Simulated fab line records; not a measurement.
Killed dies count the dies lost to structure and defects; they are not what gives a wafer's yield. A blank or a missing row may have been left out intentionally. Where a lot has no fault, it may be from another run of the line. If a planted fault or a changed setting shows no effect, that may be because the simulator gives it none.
2 desks looking at one fault	flow n5-finfet	every desk sees just its own numbers, and what lay behind them comes last

## THE TOOL OWNER'S DESK: implanter-01
N5_WELL_APT_IMPLANT_31, tool's own readings: per-lot mean of the sampled wafers with a number, covering each lot this tool ran. If a lot's mean is further than 4 standard deviations from the usual mean, the lot is out of limits and carries the mark OUT (the distance appears in the brackets).
Columns: A = dose-ions-cm2 at N5_WELL_APT_IMPLANT_31, usual 1.4998e+13; B = faraday-current-uA at N5_WELL_APT_IMPLANT_31, usual 190
lot	first seen here	A	B
L627	day 3 15:44	1.5004e+13	191
L629	day 4 03:28	1.4998e+13	190
L631	day 4 15:28	1.5003e+13	192
L634	day 5 09:01	1.5013e+13	188
L638	day 6 09:14	6.5483e+12 (-99 or more) OUT	85 (-27) OUT
L640	day 6 22:25	6.5090e+12 (-99 or more) OUT	83 (-28) OUT
L641	day 7 04:09	6.5083e+12 (-99 or more) OUT	83 (-27) OUT
This desk's verdict: out of limits on L638, L640, L641, starting with L638 at day 6 09:14 (dose-ions-cm2 at N5_WELL_APT_IMPLANT_31). Within limits: L627, L629, L631, L634.

## AT THE METROLOGY DESK
Lot by lot, what the gauges showed, no matter which tool ran the lot: averages of those sampled wafers that carry a number. If a lot's mean is further than 4 standard deviations from the usual mean, the lot is out of limits and carries the mark OUT (the distance appears in the brackets). Readings shown: 7 out of 12 (the first out of limits, and those lying furthest out on some lot).
Columns: A = DIBL_P at N5_BEOL_M4_RC_MEAS_101, usual 36.4 mV/V; B = IOFF_N at N5_BEOL_M4_RC_MEAS_101, usual 0.167 nA/um; C = ION_N at N5_BEOL_M4_RC_MEAS_101, usual 678 uA/um; D = ION_P at N5_BEOL_M4_RC_MEAS_101, usual 464 uA/um; E = RS_PWELL at N5_BEOL_M4_RC_MEAS_101, usual 3004 ohm/sq; F = SS_N at N5_BEOL_M4_RC_MEAS_101, usual 71.5 mV/dec; G = VT_P at N5_BEOL_M4_RC_MEAS_101, usual -249 mV
lot	first seen here	A	B	C	D	E	F	G
L622	day 2 13:39	35.5	0.171	680	470	3012	71.6	-246
L627	day 3 20:26	36.0	0.156	672	464	2970	71.4	-247
L628	day 4 01:50	37.3	0.192	671	465	2971	71.5	-249
L629	day 4 08:10	35.1	0.148	669	460	3003	71.2	-251
L631	day 4 20:08	35.3	0.158	677	463	2989	71.3	-249
L634	day 5 13:19	36.9	0.196	675	464	3039	72.5	-245
L635	day 5 20:13	35.9	0.147	671	454	2985	71.9	-254
L638	day 6 13:35	-	-	-	-	-	-	-
L640	day 7 02:40	38.6	0.172	676	465	4840 (+83) OUT	72.1	-249
L641	day 7 08:56	37.3	0.205	695	471	4865 (+85) OUT	71.6	-248
This desk reports L640, L641 out of limits; the earliest was L640 at day 15 15:37 (RS_PWELL at N5_BEOL_M4_RC_MEAS_101). Within limits: L622, L627, L628, L629, L631, L634, L635, L638.

## PUT TOGETHER
The tool owner's desk could have raised an alarm at day 6 09:14, on L638, L640, L641.
Metrology desk: alarm possible at day 15 15:37 on L640, L641.
The metrology desk has L638 on record, within its limits.
The lots listed all ran N5_WELL_APT_IMPLANT_31 on implanter-01.

## WHAT THE SIMULATOR HAD INSERTED
Drift in process parameters on implanter-01 at N5_WELL_APT_IMPLANT_31, starting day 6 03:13. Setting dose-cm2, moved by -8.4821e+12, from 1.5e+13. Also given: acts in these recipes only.
Shown lots that were struck: L638, L640, L641.
Hours from the fault's start to each desk's first reading out of limits: the tool owner's desk, 6; the metrology desk, 228.
